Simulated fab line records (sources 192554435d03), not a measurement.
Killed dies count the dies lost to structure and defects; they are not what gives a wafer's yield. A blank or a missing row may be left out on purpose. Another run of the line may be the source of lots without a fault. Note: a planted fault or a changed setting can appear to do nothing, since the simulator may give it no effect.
Chamber matching + flow n5 finfet + rie diel-06 running N5_HKMG_FIN_STRIP_57: 4 sister chambers
The step strips in CF4. 14 wafers are shown with their chamber, then 7 later ones without.

== WAFERS PAIRED WITH THEIR CHAMBERS ==
| wafer  | chamber | drypump motor current A (A) | throttle valve pct (%) | oes product au (a.u.) |
|--------|---------|-----------------------------|------------------------|-----------------------|
| L075.2 | 1       | 6.6                         | 14.1                   | 0.69                  |
| L075.4 | 1       | 6.5                         | 14.1                   | 0.68                  |
| L075.6 | 0       | 6.2                         | 14.1                   | 0.65                  |
| L078.1 | 2       | 5.7                         | 13.3                   | 0.94                  |
| L078.2 | 1       | 6.5                         | 14.1                   | 0.68                  |
| L078.5 | 1       | 6.6                         | 14.1                   | 0.67                  |
| L081.2 | 0       | 6.2                         | 13.5                   | 0.96                  |
| L081.3 | 2       | 5.7                         | 13.3                   | 0.91                  |
| L081.4 | 0       | 6.2                         | 13.5                   | 0.96                  |
| L083.1 | 0       | 6.2                         | 13.5                   | 0.92                  |
| L083.4 | 2       | 5.7                         | 13.3                   | 0.90                  |
| L083.5 | 3       | 5.4                         | 13.9                   | 0.70                  |
| L085.3 | 3       | 5.4                         | 13.9                   | 0.69                  |
| L085.5 | 0       | 6.2                         | 13.5                   | 0.92                  |

SIGNATURES, as means of the wafers listed above
| reading                 | chamber 0 | chamber 1 | chamber 2 | chamber 3 | scatter within a chamber |
|-------------------------|-----------|-----------|-----------|-----------|--------------------------|
| drypump motor current A | 6.200     | 6.550     | 5.700     | 5.400     | 0.0316                   |
| throttle valve pct      | 13.620    | 14.100    | 13.300    | 13.900    | 0.17                     |
| oes product au          | 0.8820    | 0.6800    | 0.9167    | 0.6950    | 0.0837                   |
Rule: a wafer's distance from a chamber is the root of the sum, over the readings, of the square of ((its reading less the chamber's mean) divided by the reading's scatter). If the next closest chamber is less than 2 further off than the closest, the wafer can't be placed; otherwise it belongs to the closest. The scatter: take each reading less its chamber's mean, square it, sum over the shown wafers, divide by the number of wafers less the number of chambers, and take the root.

== WAFERS WITHOUT THEIR CHAMBER ==
| wafer  | drypump motor current A (A) | throttle valve pct (%) | oes product au (a.u.) |
|--------|-----------------------------|------------------------|-----------------------|
| L085.6 | 5.4                         | 13.9                   | 0.70                  |
| L091.1 | 6.5                         | 13.6                   | 0.91                  |
| L091.4 | 6.2                         | 13.6                   | 0.88                  |
| L091.5 | 6.2                         | 13.6                   | 0.88                  |
| L094.2 | 5.7                         | 13.4                   | 0.86                  |
| L094.3 | 6.2                         | 13.6                   | 0.87                  |
| L094.4 | 6.6                         | 13.6                   | 0.90                  |

== WHICH CHAMBER EACH ONE RAN IN ==
| wafer  | from the rows above | in truth |
|--------|---------------------|----------|
| L085.6 | 3                   | 3        |
| L091.1 | 1                   | 1        |
| L091.4 | 0                   | 0        |
| L091.5 | 0                   | 0        |
| L094.2 | 2                   | 2        |
| L094.3 | 0                   | 0        |
| L094.4 | 1                   | 1        |
7 of 7 placed correctly. Left unplaced by these rows: 0. Wrongly placed: 0.
